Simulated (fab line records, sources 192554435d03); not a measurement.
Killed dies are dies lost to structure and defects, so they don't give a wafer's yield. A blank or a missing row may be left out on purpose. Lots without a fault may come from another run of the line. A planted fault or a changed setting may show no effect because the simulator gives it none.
Chamber matching | flow n5_finfet | N5_FIN_SAQP_ALD_61 on ald_sin-03: 4 sister chambers
The step deposits SiO2, target thk 4 nm, pulse time 1 s, purge time 2 s. 8 wafers are shown with their chamber, then 9 later ones without.

WAFERS WITH THEIR CHAMBER
wafer  | chamber | heater_power_w (W) | susceptor_temp_C (C)
L076.2 | 1       | 463                | 299.63
L080.5 | 2       | 590                | 300.34
L082.1 | 2       | 594                | 299.77
L082.3 | 3       | 394                | 299.63
L082.4 | 1       | 472                | 300.18
L085.2 | 3       | 392                | 299.75
L085.3 | 0       | 453                | 300.08
L085.6 | 0       | 454                | 299.95

WAFERS WITHOUT THEIR CHAMBER
wafer  | heater_power_w (W) | susceptor_temp_C (C)
L086.1 | 577                | 300.00
L086.4 | 403                | 300.11
L086.6 | 585                | 300.31
L089.2 | 457                | 300.18
L089.4 | 450                | 299.93
L089.5 | 402                | 300.19
L093.1 | 475                | 299.86
L093.3 | 385                | 299.82
L093.5 | 464                | 300.06

WHICH CHAMBER EACH WENT THROUGH
wafer  | from the rows above     | in truth
L086.1 | 2                       | 2
L086.4 | 3                       | 3
L086.6 | 2                       | 2
L089.2 | can't be placed: 0 or 1 | 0
L089.4 | 0                       | 0
L089.5 | 3                       | 3
L093.1 | 1                       | 1
L093.3 | 3                       | 3
L093.5 | can't be placed: 1 or 0 | 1
Placed correctly: 7 of 9. Can't be placed from these rows: 2 (the true chamber is among the candidates in 2). Placed wrongly: 0.
How it was worked out, from the rows above alone: a wafer's distance from a chamber is the root of the sum, over the readings, of the square of ((its reading less the chamber's mean) divided by the reading's scatter). The wafer belongs to the nearest chamber; if the next one is less than 2 further off, it can't be placed. A chamber's mean is the mean of its shown wafers. The scatter: the root of (the sum of the squares of (reading less its chamber's mean) over the shown wafers, divided by (wafers less chambers)).
